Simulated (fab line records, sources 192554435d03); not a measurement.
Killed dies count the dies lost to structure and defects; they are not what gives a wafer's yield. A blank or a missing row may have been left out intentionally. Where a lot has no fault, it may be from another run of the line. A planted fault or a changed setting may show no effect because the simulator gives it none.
fab line records | flow n5_finfet
[record] lots = 13 wafers = 34 last_day = 17
route steps=1938 shown BEOL_M10@1493
lots untouched by any fault: they come from a run of this same line in which no faults occurred
start_h: hours from the record's opening day to when the first of the lot's shown wafers began | wait_h: how many hours have passed since the lot's step before this one | " same as the row above | L1.1+2: several wafers, shown together as one row | - no value, or no start was given | * or withheld: withheld | < > ~ a bound
route shown NAME@n: NAME is a module with steps in the file, n the number in the route of the first one | usual: the fault-free wafers' mean and standard deviation | same: alike in all rows | chamber/n: place in a boat | sites: each site's reading | _std_site: standard deviation across them | _edge_site: mean of outer sites minus mean of inner sites | radius_mm: how far each site lies from the wafer's centre | mask NAME#n: copy n | behind: tool/chamber where the wafer was last shaped | hold: why the lot was held/for how many hours/how that ended | device: the transistor (n, p or np) that didn't switch | end of line: the same wafers' tests at the end of the route | step lacking rows: just its recipe | killed: dies lost to structure and defects at the first sort, not the wafer's yield | map: dies across one wafer; x = killed, . = not, _ = none there
set.NAME: the setting that was run; set.NAME@STEP: the one run at that earlier step | model.NAME: the simulator's own value behind a step, which no gauge read
route steps across a sampled set of lots; one table per step, one row per wafer
services: from which hour (start_h, from the record's first day; less than 0 if before it) a tool's chamber was out of use, for how many hours, and why
[[steps]]
[step N5_BEOL_M10_CD_MEAS_18]
[recipe] pitch_nm = 140 target_cd_nm = 70
[usual] cd_nm = 69.8/0.82
// columns lot.wafer tool chamber start_h wait_h cd_nm
L530.4 cd_sem-01 - 208.56 0.1 71.1
L530.6 " - " " 70.9
L532.4 cd_sem-02 - 228.81 0.1 69.2
L532.5 " - " " 69.4
L532.6 " - " " 69.5
L531.2 cd_sem-03 - 229.34 0.1 68.7
L531.5 " - " " 69.5
L533.1 cd_sem-02 - 240.07 0.0 70.0
L533.2 " - " " 69.1
L533.6 " - " " 70.1
L535.2 cd_sem-02 - 243.58 0.1 70.9
L535.3 " - " " 70.6
L535.6 " - " " 71.5
L537.1 cd_sem-03 - 256.29 0.0 69.1
L537.3 " - " " 67.4
L537.4 " - " " 69.4
L538.1 cd_sem-02 - 262.10 0.0 68.8
L538.2 " - " " 69.5
L543.1 cd_sem-03 - 312.62 0.0 70.6
L543.5 " - " " 69.7
L543.6 " - " " 69.7
L544.3 cd_sem-01 - 313.07 0.1 70.0
L544.4 " - " " 69.0
L544.6 " - " " 70.1
L546.1 cd_sem-01 - 313.38 0.0 70.3
L546.2 " - " " 69.9
L546.6 " - " " 69.9
L548.3 cd_sem-01 - 319.96 0.1 69.7
L548.4 " - " " 70.2
L549.2 cd_sem-02 - 322.08 0.1 70.0
L549.3 " - " " 68.1
L549.5 " - " " 69.7
L550.5 cd_sem-01 - 349.70 0.0 70.1
L550.6 " - " " 70.1
[step N5_BEOL_M10_TRENCH_ETCH_37]
[recipe] chemistry = C4F6/O2 target_depth_a = 1488.3 target = SiCOH_lowk time_s = 48 ion_energy_ev = 250 pressure_mtorr = 30 source_w = 345 bias_w = 185 Ar_flow_sccm = 300 C4F6_flow_sccm = 10 O2_flow_sccm = 10
[usual] bias_w = 185.0/0.57 drypump_motor_current_A = 5.6/0.44 oes_product_au = 0.81/0.084 rf_vpp_V = 665/18 showerhead_plenum_p_Torr = 2.83/0.064 throttle_valve_pct = 20.97/0.19
// columns lot.wafer tool chamber start_h wait_h bias_w drypump_motor_current_A oes_product_au rf_hours_counter_h rf_vpp_V showerhead_plenum_p_Torr throttle_valve_pct
L530.4 rie_diel-04 1 209.40 - 184.5 5.3 0.85 - 676 2.79 21.19
L530.6 " 0 " " 185.6 4.8 0.83 - 677 2.88 20.86
L532.4 rie_diel-03 0 229.83 - 185.1 5.8 0.92 - 641 2.81 20.75
L532.5 " 1 " " 185.9 6.3 0.80 - 697 2.86 20.93
L532.6 " 3 " " 184.9 5.5 0.89 - 673 2.90 21.01
L531.2 rie_diel-04 1 230.10 - 185.9 5.3 0.83 65 675 2.79 21.20
L531.5 " 0 " " 185.3 4.8 0.82 - 676 2.88 20.87
L533.1 rie_diel-04 2 241.74 - 184.7 5.5 0.87 48 656 2.75 20.92
L533.2 " 1 " " 184.0 5.3 0.82 71 675 2.78 21.21
L533.6 " 0 " " 185.3 4.8 0.81 - 678 2.87 20.87
L535.2 rie_diel-05 3 245.57 - 184.6 5.8 0.70 201 656 2.82 21.27
L535.3 " 1 " " 184.9 5.3 0.88 39 637 2.91 21.17
L535.6 " 2 " " 184.8 5.3 0.73 - 654 2.84 20.86
L537.1 rie_diel-04 2 260.98 - 184.0 5.5 0.88 55 658 2.75 20.96
L537.3 " 0 " " 184.5 4.8 0.82 106 677 2.87 20.88
L537.4 " 1 " " 185.0 5.3 0.81 78 676 2.78 21.24
L538.1 rie_diel-03 3 263.55 - 185.5 5.4 0.86 58 674 2.90 21.02
L538.2 " 2 " " 184.9 5.3 0.97 8 675 2.87 20.64
L543.1 rie_diel-03 3 314.93 - 184.8 5.5 0.84 77 673 2.89 21.06
L543.5 " 1 " " 185.7 6.3 0.78 - 697 2.84 20.97
L543.6 " 0 " " 167.8 5.8 0.84 - 594 2.79 20.79
L544.3 rie_diel-04 1 315.10 - 184.5 5.3 0.80 96 676 2.77 21.25
L544.4 " 3 " " 184.7 6.3 0.92 22 681 2.89 20.63
L544.6 " 0 " " 185.2 4.8 0.80 - 676 2.86 20.91
L546.1 rie_diel-05 0 315.29 - 185.5 6.0 0.66 233 644 2.68 20.94
L546.2 " 3 " " 185.9 5.8 0.68 221 655 2.81 21.31
L546.6 " 3 " " 185.7 5.9 0.68 - 653 2.81 21.32
L548.3 rie_diel-04 3 322.22 - 183.6 6.3 0.91 26 681 2.89 20.65
L548.4 " 0 " " 185.6 4.8 0.79 126 675 2.86 20.90
L549.2 rie_diel-05 0 322.80 - 184.7 6.0 0.67 236 646 2.68 20.94
L549.3 " 3 " " 185.2 5.8 0.68 224 655 2.81 21.32
L549.5 " 0 " " 184.4 6.0 0.67 - 646 2.68 20.95
L550.5 rie_diel-05 0 350.80 - 184.5 6.0 0.66 - 646 2.67 20.96
L550.6 " 3 " " 184.0 5.8 0.67 - 654 2.81 21.34
[step N5_BEOL_M10_DEGAS_44]
[recipe] ambient = vacuum temp_c = 250 time_s = 60
[usual] heater_power_w = 331/25
// columns lot.wafer tool chamber start_h wait_h heater_power_w
L530.4 pvd_sputter-01 - 210.09 0.1 302
L530.6 " - " " 304
L532.4 pvd_sputter-03 - 230.51 0.1 324
L532.5 " - " " 318
L532.6 " - " " 331
L531.2 pvd_sputter-01 - 230.81 0.2 297
L531.5 " - " " 360
L533.1 pvd_sputter-02 - 242.89 0.5 352
L533.2 " - " " 338
L533.6 " - " " 337
L535.2 pvd_sputter-02 - 246.41 0.4 348
L535.3 " - " " 285
L535.6 " - " " 287
L537.1 pvd_sputter-03 - 261.91 0.5 327
L537.3 " - " " 321
L537.4 " - " " 351
L538.1 pvd_sputter-03 - 264.31 0.3 351
L538.2 " - " " 331
L543.1 pvd_sputter-02 - 315.94 0.3 286
L543.5 " - " " 359
L543.6 " - " " 284
L544.3 pvd_sputter-01 - 315.95 0.2 299
L544.4 " - " " 310
L544.6 " - " " 308
L546.1 pvd_sputter-02 - 316.92 1.0 343
L546.2 " - " " 297
L546.6 " - " " 286
L548.3 pvd_sputter-02 - 323.01 0.3 290
L548.4 " - " " 343
L549.2 pvd_sputter-03 - 323.49 0.2 348
L549.3 " - " " 326
L549.5 " - " " 337
L550.5 pvd_sputter-03 - 351.62 0.2 352
L550.6 " - " " 359
[step N5_BEOL_M10_PRE_CLEAN_45]
[recipe] gas = H2/He time_s = 30 temp_c = 250
[usual] heater_power_w = 331/24
// columns lot.wafer tool chamber start_h wait_h heater_power_w
L530.4 pvd_sputter-01 - 210.13 0.0 305
L530.6 " - " " 301
L532.4 pvd_sputter-03 - 230.55 0.0 318
L532.5 " - " " 325
L532.6 " - " " 326
L531.2 pvd_sputter-01 - 230.85 0.0 304
L531.5 " - " " 347
L533.1 pvd_sputter-02 - 242.93 0.0 353
L533.2 " - " " 340
L533.6 " - " " 345
L535.2 pvd_sputter-02 - 246.45 0.0 348
L535.3 " - " " 295
L535.6 " - " " 283
L537.1 pvd_sputter-03 - 261.95 0.0 327
L537.3 " - " " 327
L537.4 " - " " 356
L538.1 pvd_sputter-03 - 264.35 0.0 350
L538.2 " - " " 326
L543.1 pvd_sputter-02 - 315.98 0.0 289
L543.5 " - " " 363
L543.6 " - " " 286
L544.3 pvd_sputter-01 - 315.99 0.0 309
L544.4 " - " " 310
L544.6 " - " " 314
L546.1 pvd_sputter-02 - 316.96 0.0 332
L546.2 " - " " 302
L546.6 " - " " 288
L548.3 pvd_sputter-02 - 323.05 0.0 285
L548.4 " - " " 337
L549.2 pvd_sputter-03 - 323.53 0.0 348
L549.3 " - " " 330
L549.5 " - " " 342
L550.5 pvd_sputter-03 - 351.66 0.0 344
L550.6 " - " " 353
[[services]]
// columns tool chamber start_h hours kind
pvd_sputter-03 - 186.93 2.6 repair
rie_diel-04 2 205.62 6.8 repair
rie_diel-03 2 222.26 - clean
rie_diel-03 2 222.26 - consumable_replace:focus_ring
rie_diel-03 2 222.26 19.4 scheduled_down
rie_diel-03 2 222.26 19.4 vent_cycle
rie_diel-04 3 229.79 - clean
rie_diel-04 3 229.79 - consumable_replace:focus_ring
rie_diel-04 3 229.79 18.8 scheduled_down
rie_diel-04 3 229.79 18.8 vent_cycle
rie_diel-05 3 257.16 2.8 repair
rie_diel-04 2 277.62 3.7 repair
pvd_sputter-01 - 301.73 2.1 repair
pvd_sputter-01 - 310.66 1.0 repair
rie_diel-05 - 312.87 0.5 repair
rie_diel-05 - 314.04 0.3 repair
pvd_sputter-01 - 328.15 1.8 repair
rie_diel-03 3 328.53 19.9 repair
rie_diel-05 1 338.88 7.3 repair
rie_diel-05 2 346.91 6.7 repair
[[key]]
[first_sign] step = N5_BEOL_M10_TRENCH_ETCH_37 reading = bias_w direction = down sigmas = 30 usual = * struck = *
[effect] step = N5_BEOL_M10_TRENCH_ETCH_37 reading = rf_vpp_V direction = down sigmas = 4 usual = 665 struck = 594
met_at N5_BEOL_M10_TRENCH_ETCH_37
struck_lots L543
struck_wafers L543.6
[baseline_loss] step = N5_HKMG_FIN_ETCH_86 wafers = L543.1
not_acting_at N5_BEOL_M10_CD_MEAS_18,N5_BEOL_M10_DEGAS_44,N5_BEOL_M10_PRE_CLEAN_45
onset_between 229.83 314.93
[fault] kind = process_parameter_drift tool = rie_diel-03 chamber = 0 onset_h = 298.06 steps = N5_BEOL_M10_TRENCH_ETCH_37 channel = bias_w offset = * shape = step acts_in = * stated = *
// baseline_loss: these wafers lose ten dies or more at that step, a loss of the line's own and not of a fault; the sort's usual values leave them out
